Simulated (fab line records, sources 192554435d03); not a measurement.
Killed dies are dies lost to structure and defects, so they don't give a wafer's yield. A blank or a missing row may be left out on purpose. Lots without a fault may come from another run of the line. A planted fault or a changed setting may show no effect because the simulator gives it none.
Chamber matching | flow n5_finfet | N5_BEOL_M1_ILD_DEP_00 on pecvd-03: 3 sister chambers
The step deposits SiOC from DEMS/O2, target thk 79 nm, time 15.3 s. 18 wafers are shown with their chamber, then 9 later ones without.

WAFERS WITH THEIR CHAMBER
wafer  | chamber | throttle_valve_pct (%) | showerhead_plenum_p_Torr (Torr) | heater_power_w (W)
L077.1 | 1       | 12.6                   | 5.710                           | 542
L077.2 | 2       | 11.2                   | 5.687                           | 557
L077.3 | 0       | 12.2                   | 5.684                           | 557
L083.2 | 1       | 12.4                   | 5.720                           | 466
L083.5 | 0       | 12.4                   | 5.697                           | 521
L083.6 | 1       | 12.5                   | 5.716                           | 472
L082.1 | 0       | 12.2                   | 5.698                           | 462
L082.3 | 2       | 11.2                   | 5.703                           | 569
L082.6 | 2       | 11.1                   | 5.693                           | 551
L084.3 | 2       | 11.0                   | 5.696                           | 551
L084.5 | 2       | 10.9                   | 5.718                           | 561
L084.6 | 0       | 12.5                   | 5.668                           | 527
L089.2 | 0       | 12.2                   | 5.687                           | 481
L089.3 | 2       | 11.3                   | 5.698                           | 539
L089.6 | 2       | 11.2                   | 5.684                           | 534
L092.1 | 0       | 12.3                   | 5.668                           | 478
L092.4 | 2       | 11.2                   | 5.699                           | 468
L092.6 | 1       | 12.3                   | 5.720                           | 507

SIGNATURES (means of the wafers above)
reading                  | chamber 0 | chamber 1 | chamber 2 | scatter within a chamber
throttle_valve_pct       | 12.300    | 12.450    | 11.137    | 0.129
showerhead_plenum_p_Torr | 5.68367   | 5.71650   | 5.69725   | 0.0107
heater_power_w           | 504.33    | 496.75    | 541.25    | 34
Rule: a wafer's distance from a chamber is the root of the sum, over the readings, of the square of ((its reading less the chamber's mean) divided by the reading's scatter). The wafer belongs to the nearest chamber; if the next one is less than 2 further off, it can't be placed. The scatter: the root of (the sum of the squares of (reading less its chamber's mean) over the shown wafers, divided by (wafers less chambers)).

WAFERS WITHOUT THEIR CHAMBER
wafer  | throttle_valve_pct (%) | showerhead_plenum_p_Torr (Torr) | heater_power_w (W)
L093.1 | 12.7                   | 5.678                           | 514
L093.3 | 12.3                   | 5.705                           | 530
L093.5 | 11.3                   | 5.704                           | 575
L094.1 | 11.2                   | 5.689                           | 526
L094.2 | 12.2                   | 5.711                           | 545
L094.5 | 10.7                   | 5.685                           | 536
L097.2 | 12.5                   | 5.706                           | 525
L097.3 | 11.2                   | 5.701                           | 567
L097.6 | 11.1                   | 5.688                           | 564

WHICH CHAMBER EACH WENT THROUGH
wafer  | from the rows above     | in truth
L093.1 | can't be placed: 0 or 1 | 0
L093.3 | can't be placed: 1 or 0 | 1
L093.5 | 2                       | 2
L094.1 | 2                       | 2
L094.2 | can't be placed: 1 or 0 | 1
L094.5 | 2                       | 2
L097.2 | can't be placed: 1 or 0 | 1
L097.3 | 2                       | 2
L097.6 | 2                       | 2
Placed correctly: 5 of 9. Can't be placed from these rows: 4 (the true chamber is among the candidates in 4). Placed wrongly: 0.
